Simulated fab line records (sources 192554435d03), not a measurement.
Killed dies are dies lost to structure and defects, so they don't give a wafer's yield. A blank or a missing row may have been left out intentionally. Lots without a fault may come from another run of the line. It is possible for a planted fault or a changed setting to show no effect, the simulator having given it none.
Which tool is to blame? || flow n5_finfet || 42 wafers from 14 lots sampled at 2 of the route's 1938 steps

WHAT THE GAUGES READ, wafer by wafer
N5_BEOL_M12_RS_MEAS_54: measurement is done with a four-point probe. Usual: for M12_RS the level is 0.0604 ohm/sq and the standard deviation is 0.0011.
{"lot": "L550", "measured": "day 11 18:38", "on": "film_metro-02", "M12_RS (ohm/sq)": "0.0607 0.0602 0.0613", "flag": ""}
{"lot": "L554", "measured": "day 12 07:44", "on": "film_metro-01", "M12_RS (ohm/sq)": "0.0593 0.0604 0.0605", "flag": ""}
{"lot": "L552", "measured": "day 12 19:44", "on": "film_metro-01", "M12_RS (ohm/sq)": "0.0606 0.0603 0.0601", "flag": ""}
{"lot": "L557", "measured": "day 13 19:47", "on": "film_metro-02", "M12_RS (ohm/sq)": "0.0584 0.0587 0.0588", "flag": ""}
{"lot": "L558", "measured": "day 13 20:25", "on": "film_metro-01", "M12_RS (ohm/sq)": "0.0623 0.0617 0.0615", "flag": ""}
{"lot": "L565", "measured": "day 15 04:50", "on": "film_metro-01", "M12_RS (ohm/sq)": "0.0587 0.0597 0.0582", "flag": ""}
{"lot": "L563", "measured": "day 15 10:05", "on": "film_metro-01", "M12_RS (ohm/sq)": "0.0583 0.0607 0.0594", "flag": ""}
{"lot": "L564", "measured": "day 15 10:19", "on": "film_metro-02", "M12_RS (ohm/sq)": "0.0610 0.0609 0.0601", "flag": ""}
{"lot": "L567", "measured": "day 15 18:26", "on": "film_metro-01", "M12_RS (ohm/sq)": "0.0608 0.0612 0.0610", "flag": ""}
{"lot": "L566", "measured": "day 16 02:01", "on": "film_metro-01", "M12_RS (ohm/sq)": "0.0595 0.0603 0.0609", "flag": ""}
{"lot": "L570", "measured": "day 16 16:37", "on": "film_metro-02", "M12_RS (ohm/sq)": "0.0595 0.0615 0.0612", "flag": ""}
{"lot": "L569", "measured": "day 16 17:25", "on": "film_metro-02", "M12_RS (ohm/sq)": "0.0612 0.0611 0.0610", "flag": ""}
{"lot": "L571", "measured": "day 17 14:33", "on": "film_metro-02", "M12_RS (ohm/sq)": "0.0593 0.0610 0.0585", "flag": ""}
{"lot": "L572", "measured": "day 19 06:44", "on": "film_metro-01", "M12_RS (ohm/sq)": "0.0626 0.0612 0.0617", "flag": ""}

WHICH TOOL RAN EACH LOT (tool, then ch and the chambers of the sampled wafers, then the start)
{"lot": "L550", "N5_BEOL_M12_PRE_CLEAN_42": "pvd_sputter-01, day 11 15:54"}
{"lot": "L554", "N5_BEOL_M12_PRE_CLEAN_42": "pvd_sputter-03, day 12 06:17"}
{"lot": "L552", "N5_BEOL_M12_PRE_CLEAN_42": "pvd_sputter-02, day 12 18:34"}
{"lot": "L557", "N5_BEOL_M12_PRE_CLEAN_42": "pvd_sputter-01, day 13 18:36"}
{"lot": "L558", "N5_BEOL_M12_PRE_CLEAN_42": "pvd_sputter-03, day 13 19:14"}
{"lot": "L565", "N5_BEOL_M12_PRE_CLEAN_42": "pvd_sputter-02, day 15 03:34"}
{"lot": "L563", "N5_BEOL_M12_PRE_CLEAN_42": "pvd_sputter-02, day 15 08:46"}
{"lot": "L564", "N5_BEOL_M12_PRE_CLEAN_42": "pvd_sputter-01, day 15 09:04"}
{"lot": "L567", "N5_BEOL_M12_PRE_CLEAN_42": "pvd_sputter-02, day 15 17:14"}
{"lot": "L566", "N5_BEOL_M12_PRE_CLEAN_42": "pvd_sputter-02, day 16 00:15"}
{"lot": "L570", "N5_BEOL_M12_PRE_CLEAN_42": "pvd_sputter-02, day 16 15:13"}
{"lot": "L569", "N5_BEOL_M12_PRE_CLEAN_42": "pvd_sputter-03, day 16 16:13"}
{"lot": "L571", "N5_BEOL_M12_PRE_CLEAN_42": "pvd_sputter-02, day 17 13:16"}
{"lot": "L572", "N5_BEOL_M12_PRE_CLEAN_42": "pvd_sputter-01, day 19 05:32"}
- N5_BEOL_M12_PRE_CLEAN_42: time 30 s.

AS READ BY THE TOOLS THEMSELVES (means over the sampled wafers that have a number; for cases with no such wafer, the mark the record gives instead)
N5_BEOL_M12_PRE_CLEAN_42. Usual: heater_power_w reads 340 W (standard deviation 38).
{"lot": "L550", "tool": "pvd_sputter-01", "heater_power_w (W)": 371, "flag": ""}
{"lot": "L554", "tool": "pvd_sputter-03", "heater_power_w (W)": 319, "flag": ""}
{"lot": "L552", "tool": "pvd_sputter-02", "heater_power_w (W)": 300, "flag": ""}
{"lot": "L557", "tool": "pvd_sputter-01", "heater_power_w (W)": 361, "flag": ""}
{"lot": "L558", "tool": "pvd_sputter-03", "heater_power_w (W)": 333, "flag": ""}
{"lot": "L565", "tool": "pvd_sputter-02", "heater_power_w (W)": 306, "flag": ""}
{"lot": "L563", "tool": "pvd_sputter-02", "heater_power_w (W)": 344, "flag": ""}
{"lot": "L564", "tool": "pvd_sputter-01", "heater_power_w (W)": 366, "flag": ""}
{"lot": "L567", "tool": "pvd_sputter-02", "heater_power_w (W)": 307, "flag": ""}
{"lot": "L566", "tool": "pvd_sputter-02", "heater_power_w (W)": 350, "flag": ""}
{"lot": "L570", "tool": "pvd_sputter-02", "heater_power_w (W)": 284, "flag": ""}
{"lot": "L569", "tool": "pvd_sputter-03", "heater_power_w (W)": 318, "flag": ""}
{"lot": "L571", "tool": "pvd_sputter-02", "heater_power_w (W)": 294, "flag": ""}
{"lot": "L572", "tool": "pvd_sputter-01", "heater_power_w (W)": 357, "flag": ""}

THE ANSWER, worked out from the rows above alone
Rule: lot off if the mean of its wafers having a number is beyond 3 standard deviations from the usual mean. Also off: a lot with no number at a reading for which 4 or more lots have one. Where the step has rows for the other lots, those lots are counted as sound. Order of review: gauges by route order, followed by the tools' own readings, for which a lot's mean as printed above is used. The first step at which some lot is off is used, and at that step the reading that is off furthest; a lot without a number counts as furthest.
No lot is off on any of the readings shown, so nothing can be concluded from this.

WHAT THE SIMULATOR PUT IN
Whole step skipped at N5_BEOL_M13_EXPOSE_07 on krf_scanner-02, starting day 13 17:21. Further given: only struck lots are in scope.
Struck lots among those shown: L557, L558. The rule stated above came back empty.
